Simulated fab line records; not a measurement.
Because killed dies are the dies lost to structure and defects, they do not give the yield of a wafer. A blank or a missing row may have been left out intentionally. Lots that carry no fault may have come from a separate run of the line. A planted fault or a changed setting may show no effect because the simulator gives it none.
Chamber matching || flow n5 finfet || N5_BEOL_M0_CUTY_DESCUM_61 on rie diel-04: 4 sister chambers
The step chemistry O2, time 7.9 s. 8 wafers are shown with their chamber, then 9 later ones without.

== WAFERS PAIRED WITH THEIR CHAMBERS ==
{"wafer": "L081.5", "chamber": 0, "showerhead plenum p Torr (Torr)": 2.14, "throttle valve pct (%)": 20.55}
{"wafer": "L084.5", "chamber": 1, "showerhead plenum p Torr (Torr)": 2.05, "throttle valve pct (%)": 20.59}
{"wafer": "L088.1", "chamber": 3, "showerhead plenum p Torr (Torr)": 2.13, "throttle valve pct (%)": 20.24}
{"wafer": "L088.2", "chamber": 0, "showerhead plenum p Torr (Torr)": 2.14, "throttle valve pct (%)": 20.19}
{"wafer": "L088.4", "chamber": 2, "showerhead plenum p Torr (Torr)": 2.08, "throttle valve pct (%)": 20.71}
{"wafer": "L090.2", "chamber": 1, "showerhead plenum p Torr (Torr)": 2.05, "throttle valve pct (%)": 20.15}
{"wafer": "L090.3", "chamber": 2, "showerhead plenum p Torr (Torr)": 2.07, "throttle valve pct (%)": 20.71}
{"wafer": "L090.6", "chamber": 3, "showerhead plenum p Torr (Torr)": 2.13, "throttle valve pct (%)": 20.25}

== WAFERS WHOSE CHAMBER IS MISSING ==
{"wafer": "L091.1", "showerhead plenum p Torr (Torr)": 2.14, "throttle valve pct (%)": 20.21}
{"wafer": "L091.3", "showerhead plenum p Torr (Torr)": 2.13, "throttle valve pct (%)": 20.28}
{"wafer": "L091.6", "showerhead plenum p Torr (Torr)": 2.14, "throttle valve pct (%)": 20.20}
{"wafer": "L093.3", "showerhead plenum p Torr (Torr)": 2.04, "throttle valve pct (%)": 20.17}
{"wafer": "L093.4", "showerhead plenum p Torr (Torr)": 2.07, "throttle valve pct (%)": 20.73}
{"wafer": "L093.5", "showerhead plenum p Torr (Torr)": 2.14, "throttle valve pct (%)": 20.20}
{"wafer": "L097.1", "showerhead plenum p Torr (Torr)": 2.12, "throttle valve pct (%)": 20.28}
{"wafer": "L097.2", "showerhead plenum p Torr (Torr)": 2.04, "throttle valve pct (%)": 20.21}
{"wafer": "L097.5", "showerhead plenum p Torr (Torr)": 2.04, "throttle valve pct (%)": 20.18}

== THE CHAMBER EACH PASSED THROUGH ==
{"wafer": "L091.1", "from the rows above": 0, "in truth": 0}
{"wafer": "L091.3", "from the rows above": 3, "in truth": 3}
{"wafer": "L091.6", "from the rows above": "can't be placed: 0 or 3", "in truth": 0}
{"wafer": "L093.3", "from the rows above": 1, "in truth": 1}
{"wafer": "L093.4", "from the rows above": 2, "in truth": 2}
{"wafer": "L093.5", "from the rows above": "can't be placed: 0 or 3", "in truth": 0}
{"wafer": "L097.1", "from the rows above": 3, "in truth": 3}
{"wafer": "L097.2", "from the rows above": 1, "in truth": 1}
{"wafer": "L097.5", "from the rows above": 1, "in truth": 1}
Correctly placed: 7 of 9. Unplaceable from these rows: 2, with the true chamber sitting among the candidates in 2. Wrongly placed: 0.
How it was worked out, from the rows above alone: a wafer's distance from a chamber is the root of the sum, over the readings, of the square of ((its reading less the chamber's mean) divided by the reading's scatter). The wafer belongs to the nearest chamber; if the next one is less than 2 further off, it can't be placed. The mean given for a chamber averages the wafers shown for that chamber. How the scatter is found: for the shown wafers, subtract from each reading the mean of its chamber, square and add these, divide the total by (wafers less chambers), then take the root.
